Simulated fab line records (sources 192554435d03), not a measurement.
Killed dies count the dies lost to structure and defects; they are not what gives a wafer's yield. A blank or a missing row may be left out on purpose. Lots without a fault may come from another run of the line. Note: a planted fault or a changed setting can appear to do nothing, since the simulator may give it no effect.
Matching of chambers	flow n5 finfet	N5_BEOL_M6_STRIP_36 on rie diel-03 has 4 sister chambers
The step strips in N2/H2. 14 wafers are shown with their chamber, then 7 later ones without.

== EACH WAFER AND ITS CHAMBER ==
wafer	chamber	showerhead plenum p Torr (Torr)	throttle valve pct (%)	drypump motor current A (A)
L078.1	3	2.49	23.1	6.4
L078.4	0	2.70	23.5	5.6
L078.6	3	2.49	23.1	6.4
L085.2	1	2.70	24.0	5.5
L085.4	2	2.73	23.6	5.7
L085.6	1	2.70	24.0	5.5
L083.1	1	2.70	24.0	5.4
L083.2	3	2.49	23.1	6.4
L083.5	0	2.70	23.5	5.7
L084.2	3	2.49	23.1	6.5
L084.4	2	2.73	23.6	5.7
L084.5	2	2.73	23.6	5.7
L091.1	2	2.72	23.6	5.6
L091.2	1	2.69	24.1	5.5

SIGNATURES, as means of the wafers listed above
reading	chamber 0	chamber 1	chamber 2	chamber 3	scatter within a chamber
showerhead plenum p Torr	2.7000	2.6975	2.7275	2.4900	0.00387
throttle valve pct	23.500	24.025	23.600	23.100	0.0274
drypump motor current A	5.650	5.475	5.675	6.425	0.0524
Rule: a wafer's distance from a chamber is the root of the sum, over the readings, of the square of ((its reading less the chamber's mean) divided by the reading's scatter). If the next closest chamber is less than 2 further off than the closest, the wafer can't be placed; otherwise it belongs to the closest. How the scatter is found: for the shown wafers, subtract from each reading the mean of its chamber, square and add these, divide the total by (wafers less chambers), then take the root.

== WAFERS WHOSE CHAMBER IS MISSING ==
wafer	showerhead plenum p Torr (Torr)	throttle valve pct (%)	drypump motor current A (A)
L091.4	2.72	23.6	5.6
L093.2	2.69	24.0	5.4
L093.4	2.69	23.6	5.7
L093.6	2.72	23.6	5.7
L097.1	2.71	23.6	5.6
L097.3	2.69	23.6	5.6
L097.6	2.71	23.6	5.7

== WHICH CHAMBER EACH WENT THROUGH ==
wafer	from the rows above	in truth
L091.4	2	2
L093.2	1	1
L093.4	0	0
L093.6	2	2
L097.1	can't be placed: 0 or 2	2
L097.3	0	0
L097.6	can't be placed: 2 or 0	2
Placed correctly: 5 of 7. Can't be placed from these rows: 2 (the true chamber is among the candidates in 2). Number placed wrongly: 0.
